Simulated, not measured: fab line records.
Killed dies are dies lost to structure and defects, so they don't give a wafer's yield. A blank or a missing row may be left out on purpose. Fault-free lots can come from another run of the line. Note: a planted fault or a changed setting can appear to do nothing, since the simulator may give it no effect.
A lot that was struck, set against a sound lot || flow n5-finfet || 15 steps out of a route of 1938
Sound: the wafers L827.2, L827.3, L827.6. Struck: wafer L825.4; the same lot's L825.1 was not struck, so it is left out; see the end for the cause.
Each step with rows lists, per side, the tool, then ch with its chambers, then its first start. Under that, the readings that differ: sound wafers || struck wafers || difference of the means || sigmas: that difference in standard deviations of wafers without a fault.
alike: a reading whose means differ by less than 2 such deviations, as well as words and numbers matching on both sides. not compared: withheld readings; readings where some wafer has no value; bounds like >300 that might hide an equal value; numbers whose values overlap and for which the record gives no deviation.
Wherever a step has rows on one side only, a row that says differs or no value, or a row with sigmas, the two part there. Numbers that have no deviation but don't overlap get no sigmas and don't part them. Lack of a reading on every wafer of one side parts them only where that side has two or more wafers.

first, 5 steps without rows for these wafers: N5_BEOL_M10_EBR_24; N5_BEOL_M10_SOFTBAKE_23 (time 60 s); N5_BEOL_M10_EXPOSE_25 (exposes mask V9); N5_BEOL_M10_PEB_26 (peb time 60 s); N5_BEOL_M10_DEVELOP_27 (develop time 30 s).
N5_BEOL_M10_CD_MEAS_28 targets a cd of 70 nm.
  sound on cd-sem-03 ch 0, day 15 12:51; struck on cd-sem-02 ch 0, day 15 08:37
  alike: cd-nm
N5_BEOL_M10_OVL_MEAS_29:
  sound on overlay-01 ch 0, day 15 12:53; struck on overlay-01 ch 0, day 15 08:39
  alike: V9_OVL
N5_BEOL_M10_INSPECT_30: inspects for defects (brightfield).
  sound on defect-inspect-01, day 15 12:54; struck on defect-inspect-02, day 15 08:40
  alike: raw-defect-count
N5_BEOL_M10_DESCUM_33: chemistry O2, time 7.9 s.
  sound on rie-diel-01 ch 0,2,3, day 15 13:09; struck on rie-diel-02 ch 3, day 15 08:45
  alike: drypump-motor-current-A, oes-product-au, rf-fwd-power-W, rf-vpp-V, showerhead-plenum-p-Torr, throttle-valve-pct
  not compared: rf-hours-counter-h
N5_BEOL_M10_ETCH_65: etches SiARC in CF4, target depth 39 nm, time 65 s.
  sound on rie-diel-01 ch 0,2,3, day 15 13:11; struck on rie-diel-02 ch 3, day 15 08:47
{"reading": "rf-fwd-power-W (W)", "sound": "540.3 540.4 537.5", "struck": 531.3, "difference": -8.1, "sigmas": -4}
  alike: drypump-motor-current-A, etch-rf-on-time-s, oes-product-au, rf-vpp-V, showerhead-plenum-p-Torr, throttle-valve-pct
  not compared: rf-hours-counter-h
N5_BEOL_M10_ETCH_66: etches SOC in N2/H2, target depth 120 nm, overetch 24 nm, time 180 s.
  sound on rie-diel-01 ch 0,2,3, day 15 13:14; struck on rie-diel-02 ch 3, day 15 08:50
  alike: drypump-motor-current-A, n2-flow-sccm, oes-product-au, rf-fwd-power-W, rf-vpp-V, run-length-s, showerhead-plenum-p-Torr, throttle-valve-pct
  not compared: rf-hours-counter-h
then, 1 step without rows for these wafers: N5_BEOL_M10_STRIP_69 (strips in N2/H2).
N5_BEOL_M10_VIA_ETCH_34: etches SiCOH lowk in C4F6/O2, target depth 184.5 nm, time 69.2 s.
  sound on rie-diel-01 ch 0,2,3, day 15 13:22; struck on rie-diel-02 ch 3, day 15 08:58
{"reading": "rf-fwd-power-W (W)", "sound": "342.1 342.6 343.4", "struck": 340.2, "difference": -2.5, "sigmas": -2}
{"reading": "run-length-s (s)", "sound": "92.1 92.4 92.0", "struck": 99.4, "difference": "+7.2", "sigmas": "+22"}
{"reading": "model.etch.depth-nm (nm)", "sound": "181.1 185.9 183.8", "struck": 204.1, "difference": "+20.5", "sigmas": ""}
{"reading": "model.SOC_of_BEOL_M10_COAT_63.thk-nm (nm)", "sound": "91.2 91.4 91.2", "struck": 90.8, "difference": -0.5, "sigmas": ""}
  alike: drypump-motor-current-A, oes-product-au, rf-vpp-V, showerhead-plenum-p-Torr, throttle-valve-pct
  not compared: rf-hours-counter-h
then, 1 step without rows for these wafers: N5_BEOL_M10_STRIP_73 (strips in C4F6/O2).
N5_PASSIVATION_PROBE_49:
  rows exist in the record for the sound wafers here (prober-02, day 17 20:51), none for the struck ones

WHERE THEY PART
Earliest at N5_BEOL_M10_ETCH_65; latest, in this record, at N5_PASSIVATION_PROBE_49.

WHY: the cause the simulator had injected
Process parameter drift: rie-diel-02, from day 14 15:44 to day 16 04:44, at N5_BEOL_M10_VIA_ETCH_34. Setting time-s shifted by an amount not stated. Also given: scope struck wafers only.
